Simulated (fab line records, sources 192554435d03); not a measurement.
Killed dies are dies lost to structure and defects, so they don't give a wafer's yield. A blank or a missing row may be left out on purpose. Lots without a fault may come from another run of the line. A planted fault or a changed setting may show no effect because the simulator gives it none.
fab line records | flow n5_finfet | part 1 of 2: steps 1 to 20 of 26
record lots=5 wafers=15 last_day=16
route steps=1938 shown BEOL_M14@1731
lots that met no fault: from a run of the same line without faults
start_h: hours from the record's first day to the start of the lot's first wafer shown | wait_h: hours since the lot's step before | " the same as in the row above | L1.1+2: a row that stands for several wafers | - no value, or no start given | * or withheld: withheld | < > ~ a bound
route shown NAME@n: a module of which the file shows steps, and the number in the route of the first | usual: mean/standard deviation of fault-free wafers | same: alike in all rows | chamber/n: place in a boat | sites: the reading at each site | _std_site: their standard deviation | _edge_site: outer sites' mean less inner sites' | radius_mm: how far each site lies from the wafer's centre | mask NAME#n: copy n | behind: the tool/chamber that last shaped the wafer | hold: why the lot was held/for how many hours/how that ended | device: the transistor (n, p or np) that didn't switch | end of line: the same wafers' tests at the end of the route | a step without rows: its recipe alone | killed: dies lost to structure and defects at the first sort, not the wafer's yield | map: a wafer's dies, x killed, . not, _ none there
set.NAME: the setting as run; set.NAME@STEP: as run at that earlier step | model.NAME: the simulator's own value behind a step, which no gauge read
lots at some steps of the route; a table a step, a row a wafer
services: from which hour (start_h, from the record's first day; less than 0 if before it) a tool's chamber was out of use, for how many hours, and why
## steps
# step N5_BEOL_M14_VIA_ETCH_16
# recipe chemistry=C4F8/O2/Ar target=SiO2 he_inner_torr=15 he_outer_torr=30 target_depth_a=12313 time_s=withheld ion_energy_ev=800 pressure_mtorr=20 source_w=1905 bias_w=2040 Ar_flow_sccm=400 C4F8_flow_sccm=16 O2_flow_sccm=12 ends=cleared
# usual chamber_pressure_mTorr=20.000/0.015 drypump_motor_current_A=5.9/0.53 oes_o_777_au=0.80/0.074 oes_product_au=0.72/0.068 rf_vpp_V=2229/17 showerhead_plenum_p_Torr=3.41/0.097 throttle_valve_pct=30.88/0.24
# columns lot.wafer tool chamber start_h wait_h chamber_pressure_mTorr drypump_motor_current_A oes_o_777_au oes_product_au rf_vpp_V showerhead_plenum_p_Torr throttle_valve_pct
L076.1 rie_diel-06 0 251.66 0.0 20.040 6.9 0.75 0.68 2223 3.30 30.37
L076.3 " 2 " " 20.000 6.0 0.70 0.64 2238 3.29 30.66
L076.5 " 1 " " 19.987 5.7 0.73 0.66 2248 3.56 31.27
L078.2 rie_diel-02 2 273.94 0.0 20.010 6.5 0.78 0.72 2235 3.45 31.10
L078.4 " 0 " " 19.999 5.3 0.84 0.76 2210 3.34 30.44
L078.5 " 2 " " 20.008 6.5 0.79 0.72 2236 3.46 31.11
L081.2 rie_diel-04 1 285.05 0.0 20.023 6.0 0.88 0.80 2216 3.35 30.82
L081.3 " 2 " " 20.007 5.9 0.79 0.71 2243 3.32 30.98
L081.5 " 0 " " 20.001 6.5 0.90 0.80 2212 3.38 30.85
L085.1 rie_diel-04 3 299.40 0.0 20.028 6.0 0.79 0.72 2254 3.59 30.79
L085.3 " 1 " " 20.001 5.9 0.87 0.78 2216 3.35 30.84
L085.5 " 3 " " 19.995 6.0 0.79 0.72 2254 3.59 30.79
L094.1 rie_diel-06 3 365.64 0.0 19.999 4.9 0.74 0.67 2248 3.43 31.10
L094.5 " 3 " " 20.003 4.9 0.74 0.67 2249 3.43 31.10
L094.6 " 2 " " 20.003 5.9 0.68 0.61 2235 3.27 30.71
# step N5_BEOL_M14_STRIP_63
# recipe chemistry=O2 power_w=600 temp_c=60 pressure_mtorr=30 rf_frequency_hz=6e+07 bias_power_w=0 overash_fraction=0.3 o2_flow_sccm=225
# usual chamber_pressure_mTorr=30.00/0.049 drypump_motor_current_A=5.9/0.53 oes_product_au=0.80/0.076 rf_vpp_V=3.7/0.91 showerhead_plenum_p_Torr=2.08/0.064 throttle_valve_pct=16.68/0.21
# columns lot.wafer tool chamber start_h wait_h chamber_pressure_mTorr drypump_motor_current_A oes_product_au rf_hours_counter_h rf_vpp_V showerhead_plenum_p_Torr throttle_valve_pct
L076.1 rie_diel-06 0 - - 29.95 6.8 0.75 136 3.4 2.01 16.38
L076.3 " 2 " " 30.04 5.9 0.71 184 4.6 2.00 16.61
L076.5 " 1 " " 30.02 5.7 0.73 - 4.2 2.19 17.08
L078.2 rie_diel-02 2 - - 30.05 6.4 0.79 120 4.7 2.10 16.82
L078.4 " 0 " " 30.00 5.2 0.85 - 6.0 2.04 16.28
L078.5 " 2 " " 30.09 6.5 0.79 - 3.2 2.10 16.80
L081.2 rie_diel-04 1 - - 30.00 5.9 0.86 41 3.7 2.04 16.60
L081.3 " 2 " " 30.02 5.8 0.78 110 6.2 2.03 16.75
L081.5 " 0 " " 30.04 6.5 0.90 - 4.6 2.06 16.53
L085.1 rie_diel-04 3 - - 29.94 6.0 0.79 104 3.2 2.21 16.60
L085.3 " 1 " " 30.04 5.9 0.86 47 4.8 2.04 16.60
L085.5 " 3 " " 30.06 6.0 0.78 - 3.1 2.21 16.65
L094.1 rie_diel-06 3 - - 30.09 4.9 0.74 161 2.9 2.09 16.85
L094.5 " 3 " " 30.01 4.9 0.74 - 3.5 2.09 16.82
L094.6 " 2 " " 30.00 6.0 0.67 - 5.0 1.99 16.67
# step N5_BEOL_M14_STRIP_64
# recipe chemistry=O2 power_w=600 temp_c=60 pressure_mtorr=30 rf_frequency_hz=6e+07 bias_power_w=0 overash_fraction=0.3 o2_flow_sccm=225
# usual chamber_pressure_mTorr=30.002/0.029 drypump_motor_current_A=5.9/0.53 oes_product_au=0.80/0.075 rf_vpp_V=3.7/0.48 showerhead_plenum_p_Torr=2.08/0.064 throttle_valve_pct=16.68/0.21
# columns lot.wafer tool chamber start_h wait_h chamber_pressure_mTorr drypump_motor_current_A oes_product_au rf_hours_counter_h rf_vpp_V showerhead_plenum_p_Torr throttle_valve_pct
L076.1 rie_diel-06 0 - - 30.008 6.9 0.75 136 3.9 2.00 16.40
L076.3 " 2 " " 30.026 6.0 0.70 184 4.2 2.00 16.58
L076.5 " 1 " " 30.043 5.7 0.73 - 3.8 2.19 17.09
L078.2 rie_diel-02 2 - - 30.051 6.5 0.80 120 3.3 2.10 16.83
L078.4 " 0 " " 29.981 5.2 0.84 - 4.4 2.04 16.28
L078.5 " 2 " " 30.028 6.5 0.81 - 4.4 2.10 16.80
L081.2 rie_diel-04 1 - - 29.959 6.0 0.88 41 3.8 2.04 16.59
L081.3 " 2 " " 30.071 5.8 0.78 110 3.8 2.03 16.78
L081.5 " 0 " " 29.946 6.5 0.90 - 4.1 2.06 16.54
L085.1 rie_diel-04 3 - - 29.964 6.0 0.79 104 3.3 2.21 16.62
L085.3 " 1 " " 30.009 5.9 0.87 47 3.5 2.04 16.60
L085.5 " 3 " " 29.976 6.0 0.78 - 3.8 2.21 16.61
L094.1 rie_diel-06 3 - - 30.018 4.9 0.74 161 3.2 2.09 16.84
L094.5 " 3 " " 29.988 4.9 0.75 - 3.9 2.09 16.82
L094.6 " 2 " " 30.045 5.9 0.68 - 3.4 1.99 16.66
# step N5_BEOL_M14_STRIP_71
# recipe chemistry=post_etch_residue_remover time_s=60 temp_c=25 remover_ph=withheld remover_water_wt_pct=withheld remover_fluoride_wt_pct=withheld
# columns lot.wafer tool chamber start_h wait_h
L076.1+3+5 wet_bench-02 0,4,5 251.94 -
L078.2+4+5 wet_bench-03 0,2,7 274.23 -
L081.2+3+5 wet_bench-02 1,7,2 285.34 -
L085.1+3+5 wet_bench-05 4,0,2 299.69 -
L094.1+5+6 wet_bench-03 5,2,0 365.93 -
# step N5_BEOL_M14_SRD_72
# recipe time_s=30 temp_c=23 rinse_liquid=diw dry=n2_spin spin_rpm=1500 dry_time_s=30
# columns lot.wafer tool chamber start_h wait_h
L076.1+3+5 wet_bench-02 0,4,5 251.96 0.0
L078.2+4+5 wet_bench-03 0,2,7 274.25 0.0
L081.2+3+5 wet_bench-02 1,7,2 285.36 0.0
L085.1+3+5 wet_bench-05 4,0,2 299.71 0.0
L094.1+5+6 wet_bench-03 5,2,0 365.94 0.0
# step N5_BEOL_M14_CD_MEAS_17
# recipe target_cd_nm=250 polarity=opening
# usual cd_nm=251.1/1.4
# columns lot.wafer tool chamber start_h wait_h cd_nm
L076.1 cd_sem-03 - 252.00 0.0 250.0
L076.3 " - " " 251.4
L076.5 " - " " 252.0
L078.2 cd_sem-02 - 274.29 0.0 250.7
L078.4 " - " " 248.8
L078.5 " - " " 250.2
L081.2 cd_sem-03 - 285.40 0.0 250.1
L081.3 " - " " 248.3
L081.5 " - " " 251.1
L085.1 cd_sem-02 - 299.75 0.0 250.6
L085.3 " - " " 250.6
L085.5 " - " " 252.9
L094.1 cd_sem-03 - 365.98 0.0 247.9
L094.5 " - " " 248.0
L094.6 " - " " 247.2
# step N5_BEOL_M14_COAT_65
# recipe resist=SOC temp_c=250 time_s=60 spin_rpm=1500 resist_thk_nm=450
# usual resist_line_temp_C=23.01/0.11
# columns lot.wafer tool chamber start_h wait_h resist_line_temp_C
L076.1 litho_track-02 0 252.04 0.0 23.00
L076.3 " 0 " " 23.00
L076.5 " 0 " " 23.10
L078.2 litho_track-02 0 274.32 0.0 22.86
L078.4 " 0 " " 22.95
L078.5 " 0 " " 22.97
L081.2 litho_track-04 0 285.43 0.0 22.99
L081.3 " 0 " " 23.06
L081.5 " 0 " " 23.06
L085.1 litho_track-05 0 299.78 0.0 23.12
L085.3 " 0 " " 23.14
L085.5 " 0 " " 22.96
L094.1 litho_track-04 0 366.02 0.0 22.88
L094.5 " 0 " " 22.83
L094.6 " 0 " " 22.87
# step N5_BEOL_M14_COAT_66
# recipe resist=SiARC temp_c=220 time_s=60 spin_rpm=1500 resist_thk_nm=110
# usual resist_line_temp_C=23.00/0.1
# columns lot.wafer tool chamber start_h wait_h resist_line_temp_C
L076.1 litho_track-02 0 - - 22.90
L076.3 " 0 " " 22.94
L076.5 " 0 " " 22.97
L078.2 litho_track-02 0 - - 22.95
L078.4 " 0 " " 22.99
L078.5 " 0 " " 22.88
L081.2 litho_track-04 0 - - 23.19
L081.3 " 0 " " 23.06
L081.5 " 0 " " 22.85
L085.1 litho_track-05 0 - - 22.99
L085.3 " 0 " " 23.10
L085.5 " 0 " " 22.99
L094.1 litho_track-04 0 - - 22.85
L094.5 " 0 " " 22.95
L094.6 " 0 " " 23.08
# step N5_BEOL_M14_COAT_22
# recipe spin_rpm=2888 resist_thk_nm=300
# usual resist_line_temp_C=23.01/0.11
# columns lot.wafer tool chamber start_h wait_h resist_line_temp_C
L076.1 litho_track-02 0 - - 22.99
L076.3 " 0 " " 22.98
L076.5 " 0 " " 22.82
L078.2 litho_track-02 0 - - 23.02
L078.4 " 0 " " 23.11
L078.5 " 0 " " 22.97
L081.2 litho_track-04 0 - - 22.96
L081.3 " 0 " " 23.18
L081.5 " 0 " " 22.99
L085.1 litho_track-05 0 - - 23.15
L085.3 " 0 " " 23.03
L085.5 " 0 " " 23.17
L094.1 litho_track-04 0 - - 23.09
L094.5 " 0 " " 23.06
L094.6 " 0 " " 22.98
# step N5_BEOL_M14_EBR_24
# recipe solvent=PGMEA ebr_width_mm=1.5
# usual resist_line_temp_C=22.97/0.12
# columns lot.wafer tool chamber start_h wait_h resist_line_temp_C
L076.1 litho_track-02 0 - - 23.03
L076.3 " 0 " " 22.92
L076.5 " 0 " " 22.95
L078.2 litho_track-02 0 - - 23.21
L078.4 " 0 " " 22.99
L078.5 " 0 " " 23.15
L081.2 litho_track-04 0 - - 23.00
L081.3 " 0 " " 23.18
L081.5 " 0 " " 23.03
L085.1 litho_track-05 0 - - 22.84
L085.3 " 0 " " 22.86
L085.5 " 0 " " 23.07
L094.1 litho_track-04 0 - - 23.10
L094.5 " 0 " " 22.90
L094.6 " 0 " " 23.10
# step N5_BEOL_M14_SOFTBAKE_23
# recipe temp_c=130 time_s=60
# usual resist_line_temp_C=22.99/0.084
# columns lot.wafer tool chamber start_h wait_h resist_line_temp_C
L076.1 litho_track-02 0 - - 23.08
L076.3 " 0 " " 22.95
L076.5 " 0 " " 23.11
L078.2 litho_track-02 0 - - 23.02
L078.4 " 0 " " 23.05
L078.5 " 0 " " 23.03
L081.2 litho_track-04 0 - - 23.19
L081.3 " 0 " " 23.13
L081.5 " 0 " " 23.01
L085.1 litho_track-05 0 - - 22.86
L085.3 " 0 " " 22.96
L085.5 " 0 " " 22.96
L094.1 litho_track-04 0 - - 23.10
L094.5 " 0 " " 22.98
L094.6 " 0 " " 23.09
# step N5_BEOL_M14_EXPOSE_25
# recipe mask_id=M14 na=0.8 source_shape=annular sigma_inner=0.5 sigma_outer=0.8 polarization=unpolarized target_cd_nm=280 dose_mj=26.6
# usual reticle_temp_C=22.98/0.1
# same sigma_outer=0.8
# columns lot.wafer tool chamber start_h wait_h mask reticle_temp_C
L076.1 krf_scanner-01 0 252.31 - M14#0 22.79
L076.3 " 0 " " M14#0 22.85
L076.5 " 0 " " M14#0 23.01
L078.2 krf_scanner-02 0 274.57 - M14#0 23.02
L078.4 " 0 " " M14#0 22.91
L078.5 " 0 " " M14#0 22.96
L081.2 krf_scanner-01 0 285.56 - M14#0 23.17
L081.3 " 0 " " M14#0 23.05
L081.5 " 0 " " M14#0 23.00
L085.1 krf_scanner-01 0 299.90 - M14#0 23.08
L085.3 " 0 " " M14#0 23.23
L085.5 " 0 " " M14#0 23.07
L094.1 krf_scanner-01 0 366.27 - M14#0 22.98
L094.5 " 0 " " M14#0 22.86
L094.6 " 0 " " M14#0 22.98
# step N5_BEOL_M14_PEB_26
# recipe peb_temp_c=130 peb_time_s=90
# usual resist_line_temp_C=22.98/0.1
# columns lot.wafer tool chamber start_h wait_h resist_line_temp_C
L076.1 litho_track-04 0 252.37 0.1 23.04
L076.3 " 0 " " 22.97
L076.5 " 0 " " 23.07
L078.2 litho_track-02 0 274.62 0.0 23.17
L078.4 " 0 " " 23.12
L078.5 " 0 " " 23.18
L081.2 litho_track-02 0 285.61 0.0 23.10
L081.3 " 0 " " 23.05
L081.5 " 0 " " 23.00
L085.1 litho_track-04 0 299.96 0.1 22.81
L085.3 " 0 " " 22.86
L085.5 " 0 " " 23.01
L094.1 litho_track-05 0 366.32 0.1 22.88
L094.5 " 0 " " 22.96
L094.6 " 0 " " 22.91
# step N5_BEOL_M14_DEVELOP_27
# recipe develop_time_s=45 rinse_liquid=diw dry=air_spin dev_temp_c=21
# usual developer_temp_C=20.99/0.11 resist_line_temp_C=23.00/0.11
# columns lot.wafer tool chamber start_h wait_h developer_temp_C resist_line_temp_C
L076.1 litho_track-04 0 - - 21.11 22.96
L076.3 " 0 " " 21.07 23.10
L076.5 " 0 " " 21.12 23.00
L078.2 litho_track-02 0 - - 20.98 23.17
L078.4 " 0 " " 20.96 23.04
L078.5 " 0 " " 21.07 22.93
L081.2 litho_track-02 0 - - 21.09 23.08
L081.3 " 0 " " 21.14 22.96
L081.5 " 0 " " 20.94 23.00
L085.1 litho_track-04 0 - - 21.04 23.08
L085.3 " 0 " " 20.88 23.07
L085.5 " 0 " " 21.00 23.03
L094.1 litho_track-05 0 - - 20.77 22.90
L094.5 " 0 " " 20.77 22.89
L094.6 " 0 " " 21.00 22.93
# step N5_BEOL_M14_HARDBAKE_32
# recipe temp_c=130 time_s=120
# usual resist_line_temp_C=23.00/0.1
# columns lot.wafer tool chamber start_h wait_h resist_line_temp_C
L076.1 litho_track-04 0 - - 22.87
L076.3 " 0 " " 22.83
L076.5 " 0 " " 22.94
L078.2 litho_track-02 0 - - 23.04
L078.4 " 0 " " 23.05
L078.5 " 0 " " 23.01
L081.2 litho_track-02 0 - - 23.01
L081.3 " 0 " " 22.73
L081.5 " 0 " " 23.04
L085.1 litho_track-04 0 - - 23.14
L085.3 " 0 " " 23.18
L085.5 " 0 " " 23.08
L094.1 litho_track-05 0 - - 22.99
L094.5 " 0 " " 22.89
L094.6 " 0 " " 23.06
# step N5_BEOL_M14_CD_MEAS_28
# recipe target_cd_nm=284.4 landing_energy_ev=500 detector=se_inlens
# usual cd_nm=284.6/1.5
# columns lot.wafer tool chamber start_h wait_h cd_nm
L076.1 cd_sem-03 0 252.49 - 282.8
L076.3 " 0 " " 282.6
L076.5 " 0 " " 280.1
L078.2 cd_sem-02 0 274.74 - 285.1
L078.4 " 0 " " 285.3
L078.5 " 0 " " 284.1
L081.2 cd_sem-01 0 285.72 - 285.1
L081.3 " 0 " " 286.8
L081.5 " 0 " " 287.5
L085.1 cd_sem-01 0 300.08 - 283.9
L085.3 " 0 " " 284.1
L085.5 " 0 " " 284.7
L094.1 cd_sem-02 0 366.44 - 286.6
L094.5 " 0 " " 284.3
L094.6 " 0 " " 285.4
# step N5_BEOL_M14_OVL_MEAS_29
# recipe points_per_wafer=44
# usual M14_OVL=-4/6.3
# columns lot.wafer tool chamber start_h wait_h M14_OVL[nm]
L076.1 overlay-02 0 252.52 0.0 -12
L076.3 " 0 " " -10
L076.5 " 0 " " -5
L078.2 overlay-01 0 274.77 0.0 -4
L078.4 " 0 " " -4
L078.5 " 0 " " 5
L081.2 overlay-01 0 285.75 0.0 -9
L081.3 " 0 " " 1
L081.5 " 0 " " -5
L085.1 overlay-01 0 300.11 0.0 -2
L085.3 " 0 " " -12
L085.5 " 0 " " -11
L094.1 overlay-01 0 366.47 0.0 -24
L094.5 " 0 " " -27
L094.6 " 0 " " -4
# step N5_BEOL_M14_INSPECT_30
# recipe mode=adi inspect_instrument=macro
# usual raw_defect_count=1.9/1.4
# columns lot.wafer tool chamber start_h wait_h raw_defect_count
L076.1 defect_inspect-02 - 252.54 0.0 4
L076.3 " - " " 2
L076.5 " - " " 2
L078.2 defect_inspect-01 - 274.79 0.0 1
L078.4 " - " " 2
L078.5 " - " " 0
L081.2 defect_inspect-01 - 285.78 0.0 0
L081.3 " - " " 0
L081.5 " - " " 2
L085.1 defect_inspect-02 - 300.13 0.0 1
L085.3 " - " " 5
L085.5 " - " " 1
L094.1 defect_inspect-01 - 366.49 0.0 4
L094.5 " - " " 3
L094.6 " - " " 0
# step N5_BEOL_M14_DESCUM_33
# recipe chemistry=O2 time_s=7.9 source_power_w=50 bias_power_w=20 pressure_mtorr=20 rf_frequency_hz=2.712e+07 temp_c=40 o2_flow_sccm=225
# usual chamber_pressure_mTorr=20.001/0.018 drypump_motor_current_A=5.8/0.57 oes_product_au=0.80/0.078 rf_vpp_V=243.0/1.3 showerhead_plenum_p_Torr=2.07/0.062 throttle_valve_pct=20.43/0.23
# columns lot.wafer tool chamber start_h wait_h chamber_pressure_mTorr drypump_motor_current_A oes_product_au rf_hours_counter_h rf_vpp_V showerhead_plenum_p_Torr throttle_valve_pct
L076.1 rie_diel-06 2 253.09 0.5 19.974 5.9 0.70 184 243.1 2.00 20.30
L076.3 " 3 " " 20.010 4.9 0.77 121 241.8 2.10 20.54
L076.5 " 0 " " 19.993 6.8 0.76 - 241.2 2.00 20.07
L078.2 rie_diel-02 0 274.83 0.0 19.994 5.3 0.84 62 243.1 2.04 20.01
L078.4 " 2 " " 20.002 6.5 0.79 - 244.4 2.09 20.57
L078.5 " 1 " " 20.009 5.5 0.68 - 243.2 2.15 20.69
L081.2 rie_diel-04 1 285.81 0.0 20.005 6.0 0.86 42 241.5 2.04 20.38
L081.3 " 0 " " 20.013 6.5 0.90 29 243.3 2.06 20.35
L081.5 " 3 " " 19.994 6.0 0.79 - 245.4 2.20 20.39
L085.1 rie_diel-06 2 300.41 0.3 20.010 6.0 0.69 200 242.1 1.99 20.32
L085.3 " 1 " " 19.977 5.7 0.71 183 244.8 2.18 20.89
L085.5 " 2 " " 20.001 6.0 0.68 - 242.1 1.99 20.34
L094.1 rie_diel-04 1 366.53 0.0 20.017 5.9 0.84 69 240.9 2.03 20.41
L094.5 " 3 " " 19.986 6.0 0.78 - 244.3 2.19 20.43
L094.6 " 2 " " 19.993 5.8 0.76 - 242.8 2.01 20.61
# step N5_BEOL_M14_ETCH_67
# recipe chemistry=CF4 target=SiARC target_depth_a=1430 time_s=238.3 ion_energy_ev=80 pressure_mtorr=40 source_w=545 bias_w=36 Ar_flow_sccm=100 cf4_flow_sccm=100 ends=cleared
# usual chamber_pressure_mTorr=40.00/0.038 drypump_motor_current_A=5.8/0.56 etch_rf_on_time_s=238/3.6 oes_product_au=0.68/0.066 rf_vpp_V=183.7/1.1 showerhead_plenum_p_Torr=2.12/0.059 throttle_valve_pct=15.59/0.23
# columns lot.wafer tool chamber start_h wait_h chamber_pressure_mTorr drypump_motor_current_A etch_rf_on_time_s oes_product_au rf_hours_counter_h rf_vpp_V showerhead_plenum_p_Torr throttle_valve_pct
L076.1 rie_diel-06 2 253.12 0.0 39.96 6.0 243 0.60 184 182.5 2.05 15.55
L076.3 " 3 " " 40.01 4.9 232 0.66 121 184.6 2.15 15.71
L076.5 " 0 " " 39.96 6.8 241 0.64 - 182.5 2.06 15.41
L078.2 rie_diel-02 0 274.86 0.0 40.00 5.2 231 0.72 62 183.9 2.08 15.15
L078.4 " 2 " " 39.99 6.5 230 0.69 - 185.1 2.15 15.77
L078.5 " 1 " " 40.03 5.5 238 0.58 - 185.5 2.19 15.94
L081.2 rie_diel-04 1 285.85 0.0 40.00 6.0 234 0.75 42 183.0 2.09 15.51
L081.3 " 0 " " 40.02 6.5 232 0.77 29 184.2 2.10 15.45
L081.5 " 3 " " 40.01 6.0 238 0.68 - 185.1 2.25 15.54
L085.1 rie_diel-06 2 300.45 0.0 40.02 5.9 247 0.58 200 181.9 2.04 15.56
L085.3 " 1 " " 40.02 5.7 242 0.61 183 184.8 2.21 15.98
L085.5 " 2 " " 39.96 5.9 246 0.59 - 182.1 2.04 15.58
L094.1 rie_diel-04 1 366.56 0.0 39.99 5.9 235 0.71 69 182.8 2.08 15.57
L094.5 " 3 " " 40.00 6.0 238 0.65 - 185.1 2.24 15.60
L094.6 " 2 " " 40.03 5.8 238 0.64 - 184.0 2.06 15.71
